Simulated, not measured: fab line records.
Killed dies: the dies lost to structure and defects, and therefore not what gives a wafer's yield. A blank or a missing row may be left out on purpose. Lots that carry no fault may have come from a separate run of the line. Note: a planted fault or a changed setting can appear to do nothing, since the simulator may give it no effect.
Matching of chambers | flow n5 finfet | N5_BEOL_M0_SAQP_SPACER1_ALD_98 on ald sin-02: 4 sister chambers
The step deposits SiO2, target thk 12.8 nm, pulse time 1 s, purge time 2 s. 4 wafers are shown with their chamber, then 8 later ones without.

## WAFERS WITH THEIR CHAMBER
wafer  | chamber | heater power w (W)
L083.4 | 2       | 436
L088.4 | 3       | 499
L088.6 | 0       | 477
L089.2 | 1       | 404

## WAFERS WITH NO CHAMBER GIVEN
wafer  | heater power w (W)
L089.3 | 445
L089.5 | 453
L090.3 | 504
L090.4 | 415
L090.5 | 436
L094.1 | 503
L094.3 | 444
L094.4 | 478

## WHICH CHAMBER EACH ONE RAN IN
wafer  | from the rows above     | in truth
L089.3 | 2                       | 2
L089.5 | can't be placed: 2 or 0 | 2
L090.3 | 3                       | 3
L090.4 | can't be placed: 1 or 2 | 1
L090.5 | 2                       | 2
L094.1 | 3                       | 3
L094.3 | 2                       | 2
L094.4 | 0                       | 0
6 of 8 placed correctly. From these rows, 2 cannot be placed; in 2 the true chamber is one of the candidates. Wrongly placed: 0.
How it was worked out, from the rows above alone: a wafer's distance from a chamber is the root of the sum, over the readings, of the square of ((its reading less the chamber's mean) divided by the reading's scatter). The wafer belongs to the nearest chamber; if the next one is less than 2 further off, it can't be placed. Each chamber's mean is taken over the wafers shown for it. The scatter: with one shown wafer a chamber, the root of the mean of the squares of how far each hidden wafer lies from its nearest shown one.
